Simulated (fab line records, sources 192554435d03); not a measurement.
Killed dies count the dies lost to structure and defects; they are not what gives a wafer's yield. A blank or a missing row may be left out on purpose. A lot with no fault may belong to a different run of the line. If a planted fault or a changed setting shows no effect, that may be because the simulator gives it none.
Chamber matching    flow n5Finfet    N5_BEOL_M12_ETCH_68 on rieDiel-03 has 4 sister chambers
The step etches SOC in N2/H2, time 285 s. 4 wafers are shown with their chamber, then 10 later ones without.

## EACH WAFER AND ITS CHAMBER
wafer   chamber  throttleValvePct (%)
L082.1  3        18.28
L082.2  0        18.22
L082.4  2        17.86
L082.5  1        17.70

## WAFERS WITH NO CHAMBER GIVEN
wafer   throttleValvePct (%)
L082.6  17.86
L084.1  18.25
L084.3  17.71
L084.4  17.88
L090.2  18.26
L090.4  17.89
L090.6  18.27
L096.2  18.28
L096.4  17.76
L096.5  18.31

## CHAMBER TAKEN BY EACH
wafer    from the rows above       in truth
L082.6   2                         2
L084.1   can't be placed: 0 or 3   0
L084.3   1                         1
L084.4   2                         2
L090.2   can't be placed: 3 or 0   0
L090.4   2                         2
L090.6   can't be placed: 3 or 0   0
L096.2   3                         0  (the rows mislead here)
L096.4   can't be placed: 1 or 2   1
L096.5   3                         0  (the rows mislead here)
Correctly placed: 4 of 10. Unplaceable from these rows: 4, with the true chamber sitting among the candidates in 4. Number placed wrongly: 2.
How it was worked out, from the rows above alone: a wafer's distance from a chamber is the root of the sum, over the readings, of the square of ((its reading less the chamber's mean) divided by the reading's scatter). The wafer belongs to the nearest chamber; if the next one is less than 2 further off, it can't be placed. For every chamber, the mean is computed from those of its wafers that are shown. The scatter: with one shown wafer a chamber, the root of the mean of the squares of how far each hidden wafer lies from its nearest shown one.
